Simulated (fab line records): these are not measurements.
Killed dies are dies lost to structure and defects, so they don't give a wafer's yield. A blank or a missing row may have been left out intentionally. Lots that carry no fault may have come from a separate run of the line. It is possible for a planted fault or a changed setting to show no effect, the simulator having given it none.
A lot that was struck, set against a sound lot | flow nandHarc | 15 steps out of a route of 1159
Sound: wafers L323.1, L323.2, L323.5. The struck wafers were L325.2, L325.3, L325.4. At the end, the cause is stated.
At each step with rows: each side's tool, then ch and its chambers, then its first start. Under that, the readings that differ: sound wafers | struck wafers | difference of the means | sigmas: that difference in standard deviations of wafers without a fault.
alike: same words and numbers on both sides, and readings whose means sit less than 2 such deviations apart. not compared: any withheld reading, any reading some wafer has no value for, any bound like >300 that may hide the same value, and any number with overlapping values for which the record gives no deviation.
Wherever a step has rows on one side only, a row that says differs or no value, or a row with sigmas, the two part there. Numbers that don't overlap but have no deviation are shown without sigmas and don't part them. A reading that every wafer of one side lacks parts them only if that side has two wafers or more.

first, 9 steps without rows for these wafers: NHARC_P_ZERO_WELL_STRIP_28 (strips in SPM, time 840 s); NHARC_P_ZERO_WELL_DEHYDRATE_29 (time 120 s); NHARC_P_ZERO_WELL_HMDS_30 (time 30 s); NHARC_P_ZERO_WELL_COAT_31; NHARC_P_ZERO_WELL_SOFTBAKE_32 (time 95 s); NHARC_P_ZERO_WELL_EBR_33; NHARC_P_ZERO_WELL_EXPOSE_34 (exposes mask P PWELL, target cd 720 nm); NHARC_P_ZERO_WELL_PEB_35 (peb time 85 s); NHARC_P_ZERO_WELL_DEVELOP_36 (time 70 s).
NHARC_P_ZERO_WELL_CD_MEAS_37: the cd target is 720 nm.
  sound on cdSem-01 ch 0, day 3 04:28; struck on cdSem-02 ch 0, day 3 16:14
reading   | sound             | struck            | difference | sigmas
cdNm (nm) | 721.0 721.7 720.0 | 717.1 715.3 717.5 | -4.3       | -2
then, 1 step without rows for these wafers: NHARC_P_ZERO_WELL_HARDBAKE_38 (time 80 s).
NHARC_P_ZERO_WELL_DESCUM_39: chemistry O2, time 3 s.
  sound on rieDiel-10 ch 0,1, day 3 04:38; struck on rieDiel-10 ch 0,2,3, day 3 16:24
  alike: drypumpMotorCurrentA, o2FlowSccm, oesProductAu, rfVppV, showerheadPlenumPTorr, throttleValvePct
  not compared: rfHoursCounterH
NHARC_P_ZERO_WELL_IMPLANT_40:
  sound on implanter-01 ch 0, day 3 04:47; struck on implanter-01, day 3 16:35
  no value came back on the struck wafers for beamEnergyKeV, beamOnS (s); on the sound wafers beamEnergyKeV reads 299.96 299.91 300.04
then, 1 step without rows for these wafers: NHARC_P_ZERO_WELL_IMPLANT_59.
-- break in the record here, with 18 days between the starts of the struck wafers on either side (left off in module P_ZERO_WELL, picked up again in module END, where the first step shown is number 1159 on the route) --
NHARC_END_SORT_01:
  at this point the record logs the struck wafers (prober-02 ch 0, day 21 07:28) and has no rows for the sound ones

== WHERE THEY PART ==
Last at NHARC_END_SORT_01 as far as this record goes, first at NHARC_P_ZERO_WELL_CD_MEAS_37.

WHY: what had been put in by the simulator
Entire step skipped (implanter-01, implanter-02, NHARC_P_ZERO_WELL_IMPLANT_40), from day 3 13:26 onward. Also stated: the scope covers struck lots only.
